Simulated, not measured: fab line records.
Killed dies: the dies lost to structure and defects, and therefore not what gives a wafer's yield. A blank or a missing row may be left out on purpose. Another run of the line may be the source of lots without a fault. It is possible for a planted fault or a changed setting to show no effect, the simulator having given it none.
What tool caused it? + flow n5_finfet + 24 lots with 72 wafers sampled at 6 steps, on a route of 1938 steps

WHAT THE GAUGES READ, wafer by wafer
N5_BEOL_M3_THK_MEAS_01.
| lot  | measured     | on            | M3_ILD_THK (nm) |
|------|--------------|---------------|-----------------|
| L074 | day 7 00:13  | film_metro-01 | 79.3 79.3 80.4  |
| L075 | day 7 02:12  | film_metro-01 | 76.4 77.0 77.5  |
| L076 | day 7 08:50  | film_metro-01 | 78.8 79.0 80.0  |
| L077 | day 7 19:23  | film_metro-01 | 79.0 79.4 79.7  |
| L078 | day 8 02:31  | film_metro-01 | 79.3 79.5 79.3  |
| L079 | day 8 07:34  | film_metro-01 | 78.1 78.8 77.8  |
| L080 | day 8 10:37  | film_metro-01 | 78.6 78.6 78.7  |
| L081 | day 8 21:47  | film_metro-01 | 79.0 77.4 78.6  |
| L082 | day 9 01:23  | film_metro-02 | 78.4 80.0 79.2  |
| L084 | day 9 03:35  | film_metro-02 | 77.4 79.7 79.8  |
| L083 | day 9 03:38  | film_metro-02 | 78.0 79.5 79.4  |
| L085 | day 9 16:03  | film_metro-01 | 77.3 78.6 77.7  |
| L086 | day 10 02:55 | film_metro-01 | 78.5 80.0 80.0  |
| L087 | day 10 15:10 | film_metro-02 | 79.7 80.4 82.1  |
| L088 | day 10 13:05 | film_metro-01 | 78.5 78.9 78.8  |
| L089 | day 10 16:43 | film_metro-01 | 79.1 78.0 80.5  |
| L090 | day 10 21:50 | film_metro-01 | 77.7 77.7 79.6  |
| L091 | day 11 05:18 | film_metro-02 | 78.2 78.6 79.5  |
| L092 | day 11 05:02 | film_metro-02 | 79.1 78.3 78.6  |
| L093 | day 11 15:02 | film_metro-02 | 77.8 79.1 78.3  |
| L094 | day 11 18:28 | film_metro-01 | 78.3 79.2 78.3  |
| L095 | day 12 16:31 | film_metro-02 | 79.0 79.2 80.3  |
| L096 | day 12 19:02 | film_metro-01 | 77.5 78.7 79.6  |
| L097 | day 12 22:47 | film_metro-01 | 78.7 80.7 79.7  |

TOOL THAT RAN EACH LOT (tool first, then ch and the chambers of the sampled wafers, then the start)
| lot  | N5_BEOL_M2_ETCH_77                 | N5_BEOL_M2_TRENCH_ETCH_37                     | N5_BEOL_M2_PRE_CLEAN_45      | N5_BEOL_M2_SPUTTER_88        | N5_BEOL_M2_SPUTTER_90        |
|------|------------------------------------|-----------------------------------------------|------------------------------|------------------------------|------------------------------|
| L074 | rie_diel-06 ch 0,1,3, day 6 14:59  | rie_diel-06 ch 0,2,3, day 6 19:28 or earlier  | pvd_sputter-01, day 6 19:28  | pvd_sputter-01, day 6 20:55  | pvd_sputter-01, day 6 21:08  |
| L075 | rie_diel-06 ch 0,1,3, day 6 15:05  | rie_diel-03 ch 1,2,3, day 6 22:03 or earlier  | pvd_sputter-02, day 6 22:03  | pvd_sputter-01, day 7 00:08  | pvd_sputter-01, day 7 00:22  |
| L076 | rie_diel-06 ch 1,2, day 6 20:04    | rie_diel-06 ch 0,1,2, day 7 05:02 or earlier  | pvd_sputter-01, day 7 05:02  | pvd_sputter-02, day 7 06:47  | pvd_sputter-02, day 7 07:01  |
| L077 | rie_diel-04 ch 0,2,3, day 7 13:34  | rie_diel-04 ch 0,2,3, day 7 15:44 or earlier  | pvd_sputter-02, day 7 15:44  | pvd_sputter-01, day 7 17:18  | pvd_sputter-01, day 7 17:31  |
| L078 | rie_diel-04 ch 0,2,3, day 7 21:43  | rie_diel-04 ch 0,2,3, day 7 23:03 or earlier  | pvd_sputter-02, day 7 23:03  | pvd_sputter-02, day 8 00:27  | pvd_sputter-02, day 8 00:40  |
| L079 | rie_diel-04 ch 2,3, day 7 23:04    | rie_diel-04 ch 0,1,2, day 8 03:52 or earlier  | pvd_sputter-03, day 8 03:52  | pvd_sputter-03, day 8 05:31  | pvd_sputter-03, day 8 05:44  |
| L080 | rie_diel-06 ch 0,1,2, day 8 04:39  | rie_diel-04 ch 1,2,3, day 8 07:02 or earlier  | pvd_sputter-03, day 8 07:02  | pvd_sputter-01, day 8 08:34  | pvd_sputter-01, day 8 08:47  |
| L081 | rie_diel-03 ch 1,2, day 8 08:11    | rie_diel-04 ch 0,1, day 8 17:08 or earlier    | pvd_sputter-01, day 8 17:08  | pvd_sputter-01, day 8 19:00  | pvd_sputter-01, day 8 19:13  |
| L082 | rie_diel-03 ch 2,3, day 8 15:25    | rie_diel-04 ch 2,3, day 8 20:43 or earlier    | pvd_sputter-02, day 8 20:43  | pvd_sputter-03, day 8 23:08  | pvd_sputter-03, day 8 23:21  |
| L084 | rie_diel-03 ch 1,2,3, day 8 20:47  | rie_diel-04 ch 2,3, day 9 00:00 or earlier    | pvd_sputter-02, day 9 00:00  | pvd_sputter-02, day 9 01:29  | pvd_sputter-02, day 9 01:42  |
| L083 | rie_diel-04 ch 0,2,3, day 8 21:37  | rie_diel-03 ch 0,1,2, day 9 00:05 or earlier  | pvd_sputter-02, day 9 00:05  | pvd_sputter-01, day 9 01:35  | pvd_sputter-01, day 9 01:49  |
| L085 | rie_diel-06 ch 0,1,2, day 9 08:47  | rie_diel-03 ch 2,3, day 9 10:53 or earlier    | pvd_sputter-01, day 9 10:53  | pvd_sputter-01, day 9 13:58  | pvd_sputter-01, day 9 14:11  |
| L086 | rie_diel-06 ch 1,2, day 9 17:43    | rie_diel-04 ch 0,1, day 9 23:13 or earlier    | pvd_sputter-03, day 9 23:13  | pvd_sputter-02, day 10 00:46 | pvd_sputter-02, day 10 00:59 |
| L087 | rie_diel-06 ch 0,2,3, day 9 20:59  | rie_diel-06 ch 1,2, day 10 09:48 or earlier   | pvd_sputter-01, day 10 09:48 | pvd_sputter-03, day 10 12:47 | pvd_sputter-03, day 10 13:00 |
| L088 | rie_diel-06 ch 0,3, day 10 03:19   | rie_diel-03 ch 0,2,3, day 10 09:33 or earlier | pvd_sputter-01, day 10 09:33 | pvd_sputter-03, day 10 10:56 | pvd_sputter-03, day 10 11:10 |
| L089 | rie_diel-06 ch 1,3, day 10 04:43   | rie_diel-04 ch 1,2, day 10 13:10 or earlier   | pvd_sputter-01, day 10 13:10 | pvd_sputter-03, day 10 14:37 | pvd_sputter-03, day 10 14:50 |
| L090 | rie_diel-04 ch 0,1, day 10 08:53   | rie_diel-04 ch 1,2, day 10 16:52 or earlier   | pvd_sputter-03, day 10 16:52 | pvd_sputter-01, day 10 19:40 | pvd_sputter-01, day 10 19:53 |
| L091 | rie_diel-06 ch 1,2, day 10 15:19   | rie_diel-03 ch 2,3, day 11 01:26 or earlier   | pvd_sputter-01, day 11 01:26 | pvd_sputter-03, day 11 03:15 | pvd_sputter-03, day 11 03:28 |
| L092 | rie_diel-06 ch 0,1,3, day 10 21:38 | rie_diel-06 ch 0,1,3, day 11 01:31 or earlier | pvd_sputter-01, day 11 01:31 | pvd_sputter-01, day 11 02:58 | pvd_sputter-01, day 11 03:11 |
| L093 | rie_diel-06 ch 0,1,3, day 11 06:44 | rie_diel-04 ch 0,1,2, day 11 11:18 or earlier | pvd_sputter-02, day 11 11:18 | pvd_sputter-01, day 11 12:58 | pvd_sputter-01, day 11 13:11 |
| L094 | rie_diel-06 ch 0,3, day 11 10:42   | rie_diel-04 ch 0,1,2, day 11 14:34 or earlier | pvd_sputter-03, day 11 14:34 | pvd_sputter-03, day 11 16:17 | pvd_sputter-03, day 11 16:31 |
| L095 | rie_diel-06 ch 0,2, day 12 00:32   | rie_diel-04 ch 0,2,3, day 12 12:55 or earlier | pvd_sputter-02, day 12 12:55 | pvd_sputter-03, day 12 14:27 | pvd_sputter-03, day 12 14:40 |
| L096 | rie_diel-06 ch 0,1,3, day 12 00:43 | rie_diel-03 ch 0,1,3, day 12 15:34 or earlier | pvd_sputter-01, day 12 15:34 | pvd_sputter-03, day 12 16:58 | pvd_sputter-03, day 12 17:11 |
| L097 | rie_diel-04 ch 0,1,2, day 12 08:35 | rie_diel-03 ch 0,3, day 12 18:50 or earlier   | pvd_sputter-03, day 12 18:50 | pvd_sputter-03, day 12 20:37 | pvd_sputter-03, day 12 20:50 |
- N5_BEOL_M2_ETCH_77: etches underlayer in N2/H2, target depth 6.5 nm, time 5.2 s.
- N5_BEOL_M2_TRENCH_ETCH_37: etches SiOC in C4F6/O2, target depth 55.555 nm, time 29.2 s.
- N5_BEOL_M2_PRE_CLEAN_45: time 30 s.
- N5_BEOL_M2_SPUTTER_88: material Cu, target thk 4.5 nm, time 8.29 s.
- N5_BEOL_M2_SPUTTER_90: material Cu, target thk 4.5 nm, time 8.29 s.

AS READ BY THE TOOLS THEMSELVES (means over the sampled wafers that have a number; for cases with no such wafer, the mark the record gives instead)
N5_BEOL_M2_ETCH_77.
| lot  | tool        | bias_w (W) | drypump_motor_current_A (A) | etch_rf_on_time_s (s) | oes_product_au (a.u.) | rf_vpp_V (V) | showerhead_plenum_p_Torr (Torr) | throttle_valve_pct (%) |
|------|-------------|------------|-----------------------------|-----------------------|-----------------------|--------------|---------------------------------|------------------------|
| L074 | rie_diel-06 | 149.7      | 5.8                         | 5.21                  | 0.63                  | 523.1        | 2.54                            | 17.9                   |
| L075 | rie_diel-06 | 149.6      | 5.8                         | 5.29                  | 0.63                  | 523.7        | 2.54                            | 17.9                   |
| L076 | rie_diel-06 | 150.2      | 5.2                         | 5.15                  | 0.68                  | 521.8        | 2.46                            | 18.1                   |
| L077 | rie_diel-04 | 150.2      | 5.5                         | 5.07                  | 0.75                  | 527.1        | 2.63                            | 17.6                   |
| L078 | rie_diel-04 | 149.8      | 5.5                         | 5.04                  | 0.74                  | 525.2        | 2.63                            | 17.6                   |
| L079 | rie_diel-04 | 149.5      | 5.6                         | 5.11                  | 0.75                  | 524.2        | 2.59                            | 17.4                   |
| L080 | rie_diel-06 | 149.9      | 5.2                         | 5.16                  | 0.66                  | 520.4        | 2.48                            | 17.9                   |
| L081 | rie_diel-03 | 149.5      | 5.6                         | 5.34                  | 0.63                  | 524.3        | 2.57                            | 17.7                   |
| L082 | rie_diel-03 | 150.0      | 5.7                         | 5.22                  | 0.81                  | 527.3        | 2.64                            | 17.9                   |
| L084 | rie_diel-03 | 150.0      | 5.6                         | 5.31                  | 0.72                  | 524.5        | 2.60                            | 17.8                   |
| L083 | rie_diel-04 | 150.4      | 5.5                         | 5.12                  | 0.73                  | 526.1        | 2.63                            | 17.6                   |
| L085 | rie_diel-06 | 150.0      | 5.3                         | 5.17                  | 0.65                  | 522.3        | 2.48                            | 18.0                   |
| L086 | rie_diel-06 | 150.3      | 5.2                         | 5.16                  | 0.65                  | 523.2        | 2.45                            | 18.2                   |
| L087 | rie_diel-06 | 149.4      | 5.7                         | 5.27                  | 0.63                  | 523.0        | 2.53                            | 18.0                   |
| L088 | rie_diel-06 | 150.0      | 5.8                         | 5.23                  | 0.61                  | 524.7        | 2.55                            | 17.9                   |
| L089 | rie_diel-06 | 150.4      | 6.1                         | 5.12                  | 0.62                  | 523.4        | 2.56                            | 18.2                   |
| L090 | rie_diel-04 | 150.1      | 5.5                         | 5.20                  | 0.72                  | 527.5        | 2.66                            | 18.0                   |
| L091 | rie_diel-06 | 150.1      | 5.1                         | 5.18                  | 0.67                  | 521.3        | 2.46                            | 18.1                   |
| L092 | rie_diel-06 | 150.3      | 5.8                         | 5.20                  | 0.61                  | 523.4        | 2.53                            | 18.0                   |
| L093 | rie_diel-06 | 149.9      | 5.8                         | 5.19                  | 0.61                  | 524.1        | 2.53                            | 18.0                   |
| L094 | rie_diel-06 | 150.3      | 6.2                         | 5.23                  | 0.59                  | 525.1        | 2.59                            | 18.0                   |
| L095 | rie_diel-06 | 149.5      | 5.2                         | 5.23                  | 0.64                  | 522.1        | 2.47                            | 18.0                   |
| L096 | rie_diel-06 | 149.5      | 5.8                         | 5.23                  | 0.61                  | 523.7        | 2.52                            | 18.0                   |
| L097 | rie_diel-04 | 150.0      | 5.6                         | 5.23                  | 0.70                  | 525.2        | 2.62                            | 17.8                   |

N5_BEOL_M2_TRENCH_ETCH_37.
| lot  | tool        | bias_w (W) | drypump_motor_current_A (A) | oes_product_au (a.u.) | rf_vpp_V (V) | showerhead_plenum_p_Torr (Torr) | throttle_valve_pct (%) |
|------|-------------|------------|-----------------------------|-----------------------|--------------|---------------------------------|------------------------|
| L074 | rie_diel-06 | 185.1      | 5.65                        | 0.76                  | 665          | 2.85                            | 20.9                   |
| L075 | rie_diel-03 | 185.6      | 5.65                        | 0.77                  | 676          | 2.92                            | 20.9                   |
| L076 | rie_diel-06 | 184.2      | 5.26                        | 0.78                  | 661          | 2.79                            | 21.0                   |
| L077 | rie_diel-04 | 184.9      | 5.54                        | 0.87                  | 666          | 2.93                            | 20.6                   |
| L078 | rie_diel-04 | 185.4      | 5.53                        | 0.88                  | 665          | 2.93                            | 20.6                   |
| L079 | rie_diel-04 | 184.9      | 5.61                        | 0.89                  | 666          | 2.94                            | 20.7                   |
| L080 | rie_diel-04 | 185.0      | 5.64                        | 0.90                  | 666          | 2.91                            | 20.5                   |
| L081 | rie_diel-04 | 185.7      | 5.64                        | 0.92                  | 666          | 2.94                            | 20.8                   |
| L082 | rie_diel-04 | 184.4      | 5.58                        | 0.89                  | 664          | 2.89                            | 20.4                   |
| L084 | rie_diel-04 | 184.9      | 5.64                        | 0.86                  | 666          | 2.89                            | 20.4                   |
| L083 | rie_diel-03 | 185.0      | 5.43                        | 0.80                  | 670          | 2.87                            | 20.8                   |
| L085 | rie_diel-03 | 184.4      | 5.69                        | 0.94                  | 674          | 2.95                            | 20.9                   |
| L086 | rie_diel-04 | 185.0      | 5.62                        | 0.88                  | 667          | 2.94                            | 20.8                   |
| L087 | rie_diel-06 | 185.6      | 5.20                        | 0.76                  | 659          | 2.74                            | 21.2                   |
| L088 | rie_diel-03 | 185.0      | 5.46                        | 0.88                  | 670          | 2.90                            | 20.8                   |
| L089 | rie_diel-04 | 184.7      | 5.73                        | 0.88                  | 667          | 2.90                            | 20.6                   |
| L090 | rie_diel-04 | 184.9      | 5.69                        | 0.86                  | 666          | 2.90                            | 20.5                   |
| L091 | rie_diel-03 | 184.9      | 5.68                        | 0.87                  | 677          | 2.98                            | 20.7                   |
| L092 | rie_diel-06 | 184.9      | 5.76                        | 0.72                  | 663          | 2.83                            | 21.0                   |
| L093 | rie_diel-04 | 185.3      | 5.60                        | 0.84                  | 666          | 2.92                            | 20.7                   |
| L094 | rie_diel-04 | 185.3      | 5.61                        | 0.83                  | 666          | 2.92                            | 20.7                   |
| L095 | rie_diel-04 | 184.6      | 5.54                        | 0.81                  | 665          | 2.91                            | 20.6                   |
| L096 | rie_diel-03 | 184.6      | 5.43                        | 0.87                  | 666          | 2.82                            | 20.9                   |
| L097 | rie_diel-03 | 185.5      | 5.29                        | 0.84                  | 661          | 2.81                            | 21.0                   |

N5_BEOL_M2_PRE_CLEAN_45.
| lot  | tool           | heater_power_w (W) |
|------|----------------|--------------------|
| L074 | pvd_sputter-01 | 313                |
| L075 | pvd_sputter-02 | 359                |
| L076 | pvd_sputter-01 | 336                |
| L077 | pvd_sputter-02 | 352                |
| L078 | pvd_sputter-02 | 355                |
| L079 | pvd_sputter-03 | 304                |
| L080 | pvd_sputter-03 | 319                |
| L081 | pvd_sputter-01 | 320                |
| L082 | pvd_sputter-02 | 351                |
| L084 | pvd_sputter-02 | 373                |
| L083 | pvd_sputter-02 | 388                |
| L085 | pvd_sputter-01 | 327                |
| L086 | pvd_sputter-03 | 305                |
| L087 | pvd_sputter-01 | 339                |
| L088 | pvd_sputter-01 | 316                |
| L089 | pvd_sputter-01 | 338                |
| L090 | pvd_sputter-03 | 317                |
| L091 | pvd_sputter-01 | 299                |
| L092 | pvd_sputter-01 | 320                |
| L093 | pvd_sputter-02 | 374                |
| L094 | pvd_sputter-03 | 327                |
| L095 | pvd_sputter-02 | 391                |
| L096 | pvd_sputter-01 | 312                |
| L097 | pvd_sputter-03 | 304                |

N5_BEOL_M2_SPUTTER_88.
| lot  | tool           | throttle_valve_pct (%) |
|------|----------------|------------------------|
| L074 | pvd_sputter-01 | 30.4                   |
| L075 | pvd_sputter-01 | 30.1                   |
| L076 | pvd_sputter-02 | 29.5                   |
| L077 | pvd_sputter-01 | 30.4                   |
| L078 | pvd_sputter-02 | 30.5                   |
| L079 | pvd_sputter-03 | 30.2                   |
| L080 | pvd_sputter-01 | 30.0                   |
| L081 | pvd_sputter-01 | 30.2                   |
| L082 | pvd_sputter-03 | 30.6                   |
| L084 | pvd_sputter-02 | 30.5                   |
| L083 | pvd_sputter-01 | 30.2                   |
| L085 | pvd_sputter-01 | 30.4                   |
| L086 | pvd_sputter-02 | 31.1                   |
| L087 | pvd_sputter-03 | 29.6                   |
| L088 | pvd_sputter-03 | 29.9                   |
| L089 | pvd_sputter-03 | 30.2                   |
| L090 | pvd_sputter-01 | 30.5                   |
| L091 | pvd_sputter-03 | 29.6                   |
| L092 | pvd_sputter-01 | 30.4                   |
| L093 | pvd_sputter-01 | 29.8                   |
| L094 | pvd_sputter-03 | 30.1                   |
| L095 | pvd_sputter-03 | 30.6                   |
| L096 | pvd_sputter-03 | 30.4                   |
| L097 | pvd_sputter-03 | 30.7                   |

N5_BEOL_M2_SPUTTER_90.
| lot  | tool           | throttle_valve_pct (%) |
|------|----------------|------------------------|
| L074 | pvd_sputter-01 | 30.4                   |
| L075 | pvd_sputter-01 | 30.0                   |
| L076 | pvd_sputter-02 | 29.7                   |
| L077 | pvd_sputter-01 | 30.4                   |
| L078 | pvd_sputter-02 | 30.4                   |
| L079 | pvd_sputter-03 | 30.2                   |
| L080 | pvd_sputter-01 | 30.1                   |
| L081 | pvd_sputter-01 | 30.1                   |
| L082 | pvd_sputter-03 | 30.5                   |
| L084 | pvd_sputter-02 | 30.4                   |
| L083 | pvd_sputter-01 | 30.1                   |
| L085 | pvd_sputter-01 | 30.5                   |
| L086 | pvd_sputter-02 | 31.1                   |
| L087 | pvd_sputter-03 | 29.5                   |
| L088 | pvd_sputter-03 | 30.0                   |
| L089 | pvd_sputter-03 | 30.3                   |
| L090 | pvd_sputter-01 | 30.3                   |
| L091 | pvd_sputter-03 | 29.5                   |
| L092 | pvd_sputter-01 | 30.4                   |
| L093 | pvd_sputter-01 | 29.8                   |
| L094 | pvd_sputter-03 | 30.3                   |
| L095 | pvd_sputter-03 | 30.5                   |
| L096 | pvd_sputter-03 | 30.4                   |
| L097 | pvd_sputter-03 | 30.8                   |

THE ANSWER, worked out from the rows above alone
Rule: usual is defined by the lots themselves. The widest of any qualifying gaps counts: lots, ordered by their means at a reading, are off when they make up no more than a third of the lots, leave a main group of 4 or more, and stand apart from it by 3 or more times the standard deviation of that group's means. A main group is skipped when, at the precision printed for the reading in the tables above, its means are all equal. A lot without any number at a reading at which 4 lots or more have one is off too. Any other lot the step has rows for is counted as sound. The gauges are gone through in route order, then the tools' own readings, and for those a lot's mean is taken as printed above. At the first step where some lot is off, the reading lying furthest off is the one used; lots without a number count as furthest.
No lot is off on any of the readings shown, so nothing can be concluded from this.

WHAT THE SIMULATOR HAD INSERTED
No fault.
